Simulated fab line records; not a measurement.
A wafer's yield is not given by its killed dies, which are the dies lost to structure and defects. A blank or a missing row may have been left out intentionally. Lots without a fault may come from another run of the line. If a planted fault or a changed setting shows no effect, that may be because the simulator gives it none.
Split-lot trial    flow n5_finfet    route with 1938 steps; 7 lots, 21 wafers read

== ABOUT THE SPLIT ==
At N5_BEOL_M8_EXPOSE_25 (exposes mask V7, target cd 40 nm), the setting dose_mj was moved away from the recipe's 42.5 on 9 of the 21 wafers read, by -4.1% to +6.3%. The other wafers ran this setting at the recipe's value.

== FROM THE SPLIT TO THE READING: what the file shows between them, 2 steps ==
- N5_BEOL_M8_PEB_26: peb time 60 s
- N5_BEOL_M8_DEVELOP_27: develop time 30 s

== THE READING ==
cd_nm (nm) at N5_BEOL_M8_CD_MEAS_28, where the cd target is 40 nm. Typical for fault-free wafers on this fab line: 39.98 nm, with standard deviation 0.23 nm.

wafer   tool, chamber at the split  dose_mj as run  against the recipe  cd_nm, nm  against lot-mates on the recipe
L079.3  euv_scanner-01, 0           42.5            recipe              40.26      -
L079.4  euv_scanner-01, 0           43.88           +3.2%               40.79      +0.59
L079.6  euv_scanner-01, 0           42.5            recipe              40.14      -
L085.1  euv_scanner-01, 0           45.19           +6.3%               41.53      +1.15
L085.4  euv_scanner-01, 0           45.19           +6.3%               40.90      +0.52
L085.5  euv_scanner-01, 0           42.5            recipe              40.38      -
L089.3  euv_scanner-02, 0           42.5            recipe              39.76      -
L089.5  euv_scanner-02, 0           41.24           -3.0%               38.94      -0.81
L089.6  euv_scanner-02, 0           42.5            recipe              39.74      -
L087.2  euv_scanner-02, 0           42.5            recipe              40.05      -
L087.3  euv_scanner-02, 0           42.5            recipe              40.41      -
L087.5  euv_scanner-02, 0           42.5            recipe              40.37      -
L090.2  euv_scanner-02, 0           44.79           +5.4%               40.93      +0.53
L090.5  euv_scanner-02, 0           44.79           +5.4%               40.90      +0.50
L090.6  euv_scanner-02, 0           42.5            recipe              40.40      -
L094.1  euv_scanner-02, 0           40.75           -4.1%               38.96      -1.23
L094.4  euv_scanner-02, 0           40.75           -4.1%               39.10      -1.09
L094.6  euv_scanner-02, 0           42.5            recipe              40.19      -
L097.2  euv_scanner-02, 0           42.5            recipe              39.77      -
L097.3  euv_scanner-02, 0           42.5            recipe              39.81      -
L097.6  euv_scanner-02, 0           44.47           +4.6%               41.26      +1.47

FIT RESULTS
A straight line over all 21 wafers: cd_nm changes by +0.209 nm for each +1% of dose_mj; r = +0.92; the points scatter about the line by 0.29 nm.
The same after taking each lot's own level away (the mean of its wafers on the recipe; 21 wafers): +0.182 nm for each +1%; r = +0.90; scatter 0.28 nm.
That fit puts the effect of the largest move of dose_mj on the reading at 1.2 nm.
Measured against the standard deviation above, the lots' own levels, which go from 39.750 to 40.400 nm, span 2.8 times it.
So the lot-to-lot level changes the slope: the two fits differ.
Check: with one of the wafers moved furthest among these (+6.3%) left out of the fit, the line predicts +1.03 nm for it against its lot-mates. Against them it came out at +1.15 nm.

== THE WHOLE CHAIN: every reading that the file lists as answering this split, in the file's order ==
step                    what it does                                                         reading                                                         change (the file's fit)                r (the file's)
N5_BEOL_M8_CD_MEAS_28   target cd 40 nm                                                      cd_nm                                                           +0.189 nm for each +1% of the setting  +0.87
N5_BEOL_M8_DESCUM_33    chemistry O2, time 7 s                                               BEOL_M8.cd_nm (the simulator's own value, which no gauge read)  +0.202 nm for each +1% of the setting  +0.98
N5_BEOL_M8_ETCH_72      etches underlayer in N2/H2, target depth 6.5 nm, time 5.2 s          BEOL_M8.cd_nm (the simulator's own value, which no gauge read)  +0.194 nm for each +1% of the setting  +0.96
N5_BEOL_M8_ETCH_66      etches SOC in N2/H2, target depth 80 nm, overetch 16 nm, time 120 s  BEOL_M8.cd_nm (the simulator's own value, which no gauge read)  +0.221 nm for each +1% of the setting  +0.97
N5_BEOL_M8_VIA_ETCH_34  etches SiCOH lowk in C4F6/O2, target depth 125.5 nm, time 50.5 s     BEOL_M8.cd_nm (the simulator's own value, which no gauge read)  +0.211 nm for each +1% of the setting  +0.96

== FILE'S OWN FIT ==
cd_nm changes by +0.189 nm for each +1% of dose_mj, r = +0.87.
